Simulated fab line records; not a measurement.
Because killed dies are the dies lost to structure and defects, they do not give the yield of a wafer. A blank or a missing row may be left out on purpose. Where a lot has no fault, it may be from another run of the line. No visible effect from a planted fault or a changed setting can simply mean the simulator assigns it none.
A struck lot beside a sound one || flow nand-harc || 16 steps out of a route of 1302
Sound: these wafers, L204.1, L204.3, L204.4. Wafers L211.3, L211.5, L211.6 were the ones struck. The cause is named last.
For every step that has rows: the tool of each side, followed by ch and its chambers, followed by its first start. Under that, the readings that differ: sound wafers || struck wafers || difference of the means || sigmas: that difference in standard deviations of wafers without a fault.
alike: words and numbers the same on both sides, and readings whose means are apart by under 2 such deviations; not compared: readings that were withheld, readings missing a value for some wafer, numbers with overlapping values and no deviation given by the record, and bounds like >300 which may hide the same value.
The two part at a step that has a row with sigmas, a row that says differs or no value, or rows on one side only. When numbers do not overlap yet have no deviation, they are printed without sigmas and do not part them. A reading that every wafer of one side lacks parts them only if that side has two wafers or more.

NHARC_A_ONON_D2_THK_MEAS_08: measures by ellipsometry.
  sound on film-metro-01, day 13 15:21; struck on film-metro-01, day 16 16:39
  alike: thk-nm
then, 1 step without rows for these wafers: NHARC_A_ONON_D2_DEP_09 (target thk 1000 nm).
NHARC_A_ONON_D2_THK_MEAS_11: measures by ellipsometry.
  sound on film-metro-02, day 13 15:55; struck on film-metro-01, day 16 17:13
  alike: thk-nm
then, 1 step without rows for these wafers: NHARC_A_ONON_D2_DEP_12 (target thk 1000 nm).
NHARC_A_ONON_D2_THK_MEAS_14: measures by ellipsometry.
  sound on film-metro-01, day 13 16:29; struck on film-metro-01, day 16 17:47
  alike: thk-nm
then, 2 steps without rows for these wafers: NHARC_A_ONON_D2_ANNEAL_15 (time 3600 s); NHARC_A_ONON_D2_DEP_16 (target thk 1000 nm).
NHARC_A_ONON_D2_THK_MEAS_18: measures by ellipsometry.
  sound on film-metro-02, day 14 00:19; struck on film-metro-01, day 17 01:47
  alike: thk-nm
then, 1 step without rows for these wafers: NHARC_A_ONON_D2_DEP_19 (target thk 1000 nm).
NHARC_A_ONON_D2_THK_MEAS_21: measures by ellipsometry.
  sound on film-metro-02, day 14 00:53; struck on film-metro-01, day 17 02:21
  alike: thk-nm
then, 1 step without rows for these wafers: NHARC_A_ONON_D2_DEP_22 (target thk 1000 nm).
NHARC_A_ONON_D2_THK_MEAS_24: measures by ellipsometry.
  sound on film-metro-01, day 14 01:27; struck on film-metro-01, day 17 02:55
{"reading": "thk-nm (nm)", "sound": "981 980 981", "struck": "1007 1006 1006", "difference": "+26", "sigmas": "+3"}
NHARC_A_ONON_D2_DEP_25: target thk 1000 nm.
  sound on pecvd-onon-01 ch 0, day 14 01:31; struck on pecvd-onon-04 ch 0, day 17 03:05
  alike: n2o-flow-sccm
NHARC_A_ONON_D2_THK_MEAS_27: measures by ellipsometry.
  sound on film-metro-01, day 14 02:01; struck on film-metro-01, day 17 03:29
{"reading": "thk-nm (nm)", "sound": "1015 1017 1016", "struck": "1419 1418 1418", "difference": "+402", "sigmas": "+43"}
then, 1 step without rows for these wafers: NHARC_A_ONON_D2_DEP_28 (target thk 1000 nm).
-- record jumps: 11 days between struck wafers' starts before vs after; left off in module A_ONON_D2, resumes in module END, first step shown is number 1302 of the route --
NHARC_END_SORT_01:
  the record has rows for the struck wafers here (prober-01 ch 0, day 28 08:38) and none for the sound ones

== WHERE THEY PART ==
Last at NHARC_END_SORT_01 as far as this record goes, first at NHARC_A_ONON_D2_THK_MEAS_24.

WHY: what the simulator had put in
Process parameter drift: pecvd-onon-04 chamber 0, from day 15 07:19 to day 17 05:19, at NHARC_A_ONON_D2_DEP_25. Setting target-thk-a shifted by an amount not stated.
